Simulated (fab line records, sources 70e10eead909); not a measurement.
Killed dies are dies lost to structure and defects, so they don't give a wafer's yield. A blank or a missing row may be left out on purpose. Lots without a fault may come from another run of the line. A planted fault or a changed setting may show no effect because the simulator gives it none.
A struck lot beside a sound one | flow nand_harc | 14 steps out of a route of 1159
Sound: wafers L386.2, L386.3, L386.6. Struck: wafers L397.4, L397.5. (L397.6 of the same lot was not struck and is left out.) The cause comes at the end.
At each step with rows: each side's tool, then ch and its chambers, then its first start. Under that, the readings that differ: sound wafers | struck wafers | difference of the means | sigmas: that difference in standard deviations of wafers without a fault.
alike: readings whose means differ by less than 2 such deviations, and words and numbers that are the same on both sides. not compared: withheld readings, readings that some wafer has no value for, bounds like >300 that may hide the same value, and numbers for which the record gives no deviation and whose values overlap.
The two part at a step that has a row with sigmas, a row that says differs or no value, or rows on one side only. Numbers that don't overlap but have no deviation are shown without sigmas and don't part them. A reading that every wafer of one side lacks parts them only if that side has two wafers or more.

first, 1 step without rows for these wafers: NHARC_A_ONON_D1_DEP_12 (target thk 1000 nm).
NHARC_A_ONON_D1_THK_MEAS_14: measures by ellipsometry.
  sound on film_metro-02, day 8 00:20; struck on film_metro-02, day 10 22:41
  alike: thk_nm
then, 2 steps without rows for these wafers: NHARC_A_ONON_D1_ANNEAL_15 (time 3600 s); NHARC_A_ONON_D1_DEP_16 (target thk 1000 nm).
NHARC_A_ONON_D1_THK_MEAS_18: measures by ellipsometry.
  sound on film_metro-02, day 8 07:28; struck on film_metro-01, day 11 05:46
  alike: thk_nm
then, 1 step without rows for these wafers: NHARC_A_ONON_D1_DEP_19 (target thk 1000 nm).
NHARC_A_ONON_D1_THK_MEAS_21: measures by ellipsometry.
  sound on film_metro-02, day 8 08:02; struck on film_metro-02, day 11 06:28
  alike: thk_nm
then, 1 step without rows for these wafers: NHARC_A_ONON_D1_DEP_22 (target thk 1000 nm).
NHARC_A_ONON_D1_THK_MEAS_24: measures by ellipsometry.
  sound on film_metro-02, day 8 08:37; struck on film_metro-01, day 11 07:02
  alike: thk_nm
then, 1 step without rows for these wafers: NHARC_A_ONON_D1_DEP_25 (target thk 1000 nm).
NHARC_A_ONON_D1_THK_MEAS_27: measures by ellipsometry.
  sound on film_metro-01, day 8 09:11; struck on film_metro-02, day 11 07:37
  reading     | sound       | struck    | difference | sigmas
  thk_nm (nm) | 992 990 989 | 1008 1007 | +17        | +2
NHARC_A_ONON_D1_DEP_28: target thk 1000 nm.
  sound on pecvd_onon-01 ch 0, day 8 09:17; struck on pecvd_onon-02 ch 0, day 11 07:50
NHARC_A_ONON_D1_THK_MEAS_30: measures by ellipsometry.
  sound on film_metro-02, day 8 09:44; struck on film_metro-01, day 11 08:22
  reading     | sound          | struck    | difference | sigmas
  thk_nm (nm) | 1009 1008 1010 | 1312 1310 | +302       | +30
  not compared: hold
NHARC_A_ONON_D1_DEP_33: deposits SiO2, target thk 200 nm.
  sound on pecvd-03 ch 0,1, day 8 09:48; struck on pecvd-03 ch 0,1, day 11 10:25
  reading | sound | struck                                            | difference                   | sigmas
  hold    | - - - | await_dispo/1.9h/release await_dispo/1.9h/release | no value on the sound wafers |
  alike: heater_power_outer_w, heater_power_w, rf_fwd_power_W, throttle_valve_pct

WHERE THEY PART
First at NHARC_A_ONON_D1_THK_MEAS_27; last, within this record, at NHARC_A_ONON_D1_DEP_33.

WHY: what the simulator had put in
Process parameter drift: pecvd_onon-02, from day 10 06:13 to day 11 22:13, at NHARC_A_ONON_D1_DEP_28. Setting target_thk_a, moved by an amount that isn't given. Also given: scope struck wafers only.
